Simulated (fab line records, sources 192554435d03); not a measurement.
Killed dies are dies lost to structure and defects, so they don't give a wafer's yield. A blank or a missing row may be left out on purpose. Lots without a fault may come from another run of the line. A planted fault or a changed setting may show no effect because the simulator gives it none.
Chamber matching | flow n5_finfet | N5_FIN_SAQP_MANDREL1_REMOVE_56 on rie_si-05: 4 sister chambers
The step chemistry HBr/Cl2/O2, target a-Si, stops on SiNx, bt time 10 s. 8 wafers are shown with their chamber, then 12 later ones without.

WAFERS WITH THEIR CHAMBER
wafer  | chamber | throttle_valve_pct (%) | drypump_motor_current_A (A)
L083.1 | 3       | 37.04                  | 5.7
L084.1 | 3       | 37.04                  | 5.7
L084.3 | 0       | 36.64                  | 5.8
L086.4 | 1       | 36.56                  | 6.0
L086.5 | 1       | 36.55                  | 6.0
L089.2 | 0       | 36.64                  | 5.7
L089.4 | 2       | 36.51                  | 5.9
L089.5 | 2       | 36.52                  | 5.9

WAFERS WITHOUT THEIR CHAMBER
wafer  | throttle_valve_pct (%) | drypump_motor_current_A (A)
L090.1 | 36.51                  | 5.8
L090.4 | 36.64                  | 5.8
L090.6 | 37.02                  | 5.7
L092.3 | 36.65                  | 5.8
L092.5 | 36.51                  | 5.9
L092.6 | 36.56                  | 6.0
L093.4 | 36.56                  | 6.0
L093.5 | 36.66                  | 5.8
L093.6 | 37.03                  | 5.7
L094.2 | 37.02                  | 5.7
L094.4 | 36.57                  | 6.0
L094.5 | 36.57                  | 6.0

WHICH CHAMBER EACH WENT THROUGH
wafer  | from the rows above | in truth
L090.1 | 2                   | 2
L090.4 | 0                   | 0
L090.6 | 3                   | 3
L092.3 | 0                   | 0
L092.5 | 2                   | 2
L092.6 | 1                   | 1
L093.4 | 1                   | 1
L093.5 | 0                   | 0
L093.6 | 3                   | 3
L094.2 | 3                   | 3
L094.4 | 1                   | 1
L094.5 | 1                   | 1
Placed correctly: 12 of 12. Can't be placed from these rows: 0. Placed wrongly: 0.
How it was worked out, from the rows above alone: a wafer's distance from a chamber is the root of the sum, over the readings, of the square of ((its reading less the chamber's mean) divided by the reading's scatter). The wafer belongs to the nearest chamber; if the next one is less than 2 further off, it can't be placed. A chamber's mean is the mean of its shown wafers. The scatter: the root of (the sum of the squares of (reading less its chamber's mean) over the shown wafers, divided by (wafers less chambers)).
